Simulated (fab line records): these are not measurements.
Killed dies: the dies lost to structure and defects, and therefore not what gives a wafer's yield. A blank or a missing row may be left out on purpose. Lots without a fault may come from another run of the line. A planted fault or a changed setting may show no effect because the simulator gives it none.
Chamber matching / flow nand harc / 3 sister chambers for NHARC_A_STAIRCASE_DEP_259 on pecvd-03
The step deposits SiON, target thk 30 nm. 22 wafers are shown with their chamber, then 11 later ones without.

== EACH WAFER AND ITS CHAMBER ==
wafer=L074.1; chamber=1; heater power w (W)=773
wafer=L074.2; chamber=0; heater power w (W)=785
wafer=L074.4; chamber=0; heater power w (W)=763
wafer=L078.2; chamber=1; heater power w (W)=721
wafer=L078.4; chamber=1; heater power w (W)=734
wafer=L078.6; chamber=2; heater power w (W)=905
wafer=L078.1; chamber=2; heater power w (W)=882
wafer=L078.3; chamber=0; heater power w (W)=702
wafer=L078.5; chamber=0; heater power w (W)=686
wafer=L079.2; chamber=0; heater power w (W)=763
wafer=L079.5; chamber=1; heater power w (W)=710
wafer=L079.6; chamber=0; heater power w (W)=768
wafer=L081.3; chamber=1; heater power w (W)=822
wafer=L081.4; chamber=2; heater power w (W)=848
wafer=L081.6; chamber=1; heater power w (W)=818
wafer=L083.2; chamber=0; heater power w (W)=766
wafer=L083.4; chamber=2; heater power w (W)=828
wafer=L083.6; chamber=0; heater power w (W)=784
wafer=L085.1; chamber=1; heater power w (W)=806
wafer=L085.2; chamber=0; heater power w (W)=682
wafer=L085.3; chamber=2; heater power w (W)=913
wafer=L084.2; chamber=2; heater power w (W)=828

SIGNATURES (averages over the wafers above)
reading=heater power w; chamber 0=744.33; chamber 1=769.14; chamber 2=867.33; scatter within a chamber=42.8
Rule: for a wafer and a chamber, the distance is found by dividing, reading by reading, the gap between the wafer's reading and the chamber's mean by the reading's scatter, squaring, summing and taking the root. The wafer belongs to the nearest chamber; if the next one is less than 2 further off, it can't be placed. The scatter: take each reading less its chamber's mean, square it, sum over the shown wafers, divide by the number of wafers less the number of chambers, and take the root.

== WAFERS WITHOUT THEIR CHAMBER ==
wafer=L084.3; heater power w (W)=717
wafer=L084.5; heater power w (W)=744
wafer=L089.1; heater power w (W)=747
wafer=L089.3; heater power w (W)=765
wafer=L089.6; heater power w (W)=778
wafer=L097.2; heater power w (W)=758
wafer=L097.3; heater power w (W)=911
wafer=L097.6; heater power w (W)=756
wafer=L096.1; heater power w (W)=887
wafer=L096.2; heater power w (W)=706
wafer=L096.6; heater power w (W)=902

== WHICH CHAMBER EACH ONE RAN IN ==
wafer=L084.3; from the rows above=can't be placed: 0 or 1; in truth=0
wafer=L084.5; from the rows above=can't be placed: 0 or 1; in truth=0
wafer=L089.1; from the rows above=can't be placed: 0 or 1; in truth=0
wafer=L089.3; from the rows above=can't be placed: 1 or 0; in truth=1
wafer=L089.6; from the rows above=can't be placed: 1 or 0 or 2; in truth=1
wafer=L097.2; from the rows above=can't be placed: 1 or 0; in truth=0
wafer=L097.3; from the rows above=2; in truth=2
wafer=L097.6; from the rows above=can't be placed: 0 or 1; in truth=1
wafer=L096.1; from the rows above=2; in truth=2
wafer=L096.2; from the rows above=can't be placed: 0 or 1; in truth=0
wafer=L096.6; from the rows above=2; in truth=2
Correctly placed: 3 of 11. From these rows, 8 cannot be placed; in 8 the true chamber is one of the candidates. 0 placed wrongly.
